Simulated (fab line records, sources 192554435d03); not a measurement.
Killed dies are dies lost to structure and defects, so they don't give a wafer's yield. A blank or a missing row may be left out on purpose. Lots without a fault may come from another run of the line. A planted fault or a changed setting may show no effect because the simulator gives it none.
Chamber matching | flow n5_finfet | N5_BEOL_M8_ILD_DEP_00 on pecvd-03: 3 sister chambers
The step deposits SiCOH lowk from DEMS/porogen, target thk 179.75 nm, time 33.4 s. 3 wafers are shown with their chamber, then 9 later ones without.

WAFERS WITH THEIR CHAMBER
wafer  | chamber | throttle_valve_pct (%)
L083.5 | 0       | 13.7
L094.3 | 2       | 12.6
L094.5 | 1       | 14.9

WAFERS WITHOUT THEIR CHAMBER
wafer  | throttle_valve_pct (%)
L095.1 | 12.5
L095.2 | 13.9
L095.3 | 14.5
L095.4 | 14.0
L095.5 | 12.1
L095.6 | 15.0
L097.3 | 14.6
L097.5 | 14.6
L097.6 | 12.6

WHICH CHAMBER EACH WENT THROUGH
wafer  | from the rows above     | in truth
L095.1 | 2                       | 2
L095.2 | 0                       | 0
L095.3 | can't be placed: 1 or 0 | 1
L095.4 | 0                       | 0
L095.5 | 2                       | 2
L095.6 | 1                       | 1
L097.3 | 1                       | 1
L097.5 | 1                       | 1
L097.6 | 2                       | 2
Placed correctly: 8 of 9. Can't be placed from these rows: 1 (the true chamber is among the candidates in 1). Placed wrongly: 0.
How it was worked out, from the rows above alone: a wafer's distance from a chamber is the root of the sum, over the readings, of the square of ((its reading less the chamber's mean) divided by the reading's scatter). The wafer belongs to the nearest chamber; if the next one is less than 2 further off, it can't be placed. A chamber's mean is the mean of its shown wafers. The scatter: with one shown wafer a chamber, the root of the mean of the squares of how far each hidden wafer lies from its nearest shown one.
